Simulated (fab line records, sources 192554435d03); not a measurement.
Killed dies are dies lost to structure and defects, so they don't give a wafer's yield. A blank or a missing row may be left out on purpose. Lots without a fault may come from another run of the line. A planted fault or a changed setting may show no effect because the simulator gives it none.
Split-lot experiment | flow n5_finfet | 7 lots, 39 wafers read, on a route of 1938 steps

THE SPLIT
At N5_MOL_CONTACT_COAG_ALD_133 (deposits SiO2, target thk 5 nm, pulse time 1 s, co reactant pulse time 1 s), the setting ald_cycles was moved away from the recipe's 35 on 12 of the 39 wafers read, by -45.7% to +57.1%. The other wafers ran this setting at the recipe's value.

The reading is taken at the split's own step.

THE READING
SiO2_of_MOL_CONTACT_COAG_ALD_133.thk_nm (the simulator's own value, which no gauge read), in nm, at N5_MOL_CONTACT_COAG_ALD_133 (deposits SiO2, target thk 5 nm, pulse time 1 s, co reactant pulse time 1 s). The file gives no usual value for it.

wafer  | tool, chamber at the split | ald_cycles as run | against the recipe | SiO2_of_MOL_CONTACT_COAG_ALD_133.thk_nm, nm | against lot-mates on the recipe
L085.1 | ald_sin-02, 3,1,2,0,1,2    | 35                | recipe             | 5                                           | -
L085.2 | ald_sin-02, 3,1,2,0,1,2    | 35                | recipe             | 5                                           | -
L085.3 | ald_sin-02, 3,1,2,0,1,2    | 35                | recipe             | 5                                           | -
L085.4 | ald_sin-02, 3,1,2,0,1,2    | 35                | recipe             | 5                                           | -
L085.5 | ald_sin-02, 3,1,2,0,1,2    | 35                | recipe             | 5                                           | -
L085.6 | ald_sin-02, 3,1,2,0,1,2    | 35                | recipe             | 5                                           | -
L086.1 | ald_sin-02, 0,1,3          | 51                | +45.7%             | 7.2                                         | +2.2
L086.2 | ald_sin-02, 0,1,3          | 51                | +45.7%             | 7.2                                         | +2.2
L086.6 | ald_sin-02, 0,1,3          | 51                | +45.7%             | 7.2                                         | +2.2
L086.3 | ald_sin-02, 3,2,2          | 35                | recipe             | 5                                           | -
L086.4 | ald_sin-02, 3,2,2          | 35                | recipe             | 5                                           | -
L086.5 | ald_sin-02, 3,2,2          | 35                | recipe             | 5                                           | -
L087.1 | ald_sin-02, 0,1,1          | 54                | +54.3%             | 7.8                                         | +2.8
L087.4 | ald_sin-02, 0,1,1          | 54                | +54.3%             | 7.8                                         | +2.8
L087.6 | ald_sin-02, 0,1,1          | 54                | +54.3%             | 7.8                                         | +2.8
L087.2 | ald_sin-02, 2,3,2          | 35                | recipe             | 5                                           | -
L087.3 | ald_sin-02, 2,3,2          | 35                | recipe             | 5                                           | -
L087.5 | ald_sin-02, 2,3,2          | 35                | recipe             | 5                                           | -
L089.1 | ald_sin-03, 0,2,3          | 35                | recipe             | 5                                           | -
L089.2 | ald_sin-03, 0,2,3          | 35                | recipe             | 5                                           | -
L089.6 | ald_sin-03, 0,2,3          | 35                | recipe             | 5                                           | -
L089.3 | ald_sin-03, 3,0            | 19                | -45.7%             | 2.8                                         | -2.2
L089.5 | ald_sin-03, 3,0            | 19                | -45.7%             | 2.8                                         | -2.2
L089.4 | ald_sin-03, 1              | 19                | -45.7%             | 2.6                                         | -2.4
L092.1 | ald_sin-02, 0,1,3          | 35                | recipe             | 5                                           | -
L092.3 | ald_sin-02, 0,1,3          | 35                | recipe             | 5                                           | -
L092.5 | ald_sin-02, 0,1,3          | 35                | recipe             | 5                                           | -
L094.1 | ald_sin-03, 2,0,3          | 55                | +57.1%             | 7.8                                         | +2.8
L094.2 | ald_sin-03, 2,0,3          | 55                | +57.1%             | 7.8                                         | +2.8
L094.6 | ald_sin-03, 2,0,3          | 55                | +57.1%             | 7.8                                         | +2.8
L094.3 | ald_sin-03, 1,3,2          | 35                | recipe             | 5                                           | -
L094.4 | ald_sin-03, 1,3,2          | 35                | recipe             | 5                                           | -
L094.5 | ald_sin-03, 1,3,2          | 35                | recipe             | 5                                           | -
L095.1 | ald_sin-03, 0,3,1,2,2,1    | 35                | recipe             | 5                                           | -
L095.2 | ald_sin-03, 0,3,1,2,2,1    | 35                | recipe             | 5                                           | -
L095.3 | ald_sin-03, 0,3,1,2,2,1    | 35                | recipe             | 5                                           | -
L095.4 | ald_sin-03, 0,3,1,2,2,1    | 35                | recipe             | 5                                           | -
L095.5 | ald_sin-03, 0,3,1,2,2,1    | 35                | recipe             | 5                                           | -
L095.6 | ald_sin-03, 0,3,1,2,2,1    | 35                | recipe             | 5                                           | -
Where a row lists several chambers, the file gives one row for several wafers and doesn't say which wafer went through which chamber.

THE FIT
A straight line over all 39 wafers: SiO2_of_MOL_CONTACT_COAG_ALD_133.thk_nm changes by +0.0497 nm for each +1% of ald_cycles; r = +1.00; the points scatter about the line by 0.046 nm.
The same after taking each lot's own level away (the mean of its wafers on the recipe; 39 wafers): +0.0497 nm for each +1%; r = +1.00; scatter 0.046 nm.
On that fit, the largest move of ald_cycles shifts the reading by 2.8 nm.
The lots' own levels span 5.00 to 5.00 nm.
So the lot-to-lot level changes the slope little: the two slopes agree.
Check: with one of the wafers moved furthest among these (+57.1%) left out of the fit, the line predicts +2.84 nm for it against its lot-mates. It came out at +2.8 nm against them.

OTHER SPLITS ON THESE WAFERS
These wafers also went through other splits before the reading. Each is held against what the fit with the lots' levels taken away leaves over:
other split on the same wafers       | wafers away from the commonest value | r with SiO2_of_MOL_CONTACT_COAG_ALD_133.thk_nm (lot level and that fit taken away)
N5_ZERO_LAYER_ETCH_18 target_depth_a | 12                                   | +0.13
N5_FIN_SAQP_PECVD_06 time_s          | 18                                   | -0.27
N5_SD_EPI_N_ETCH_16 target_depth_a   | 12                                   | +0.11
N5_HKMG_FIN_ETCH_32 target_depth_a   | 9                                    | -0.09

THE FILE'S OWN FIT
SiO2_of_MOL_CONTACT_COAG_ALD_133.thk_nm changes by +0.0497 nm for each +1% of ald_cycles, r = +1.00.
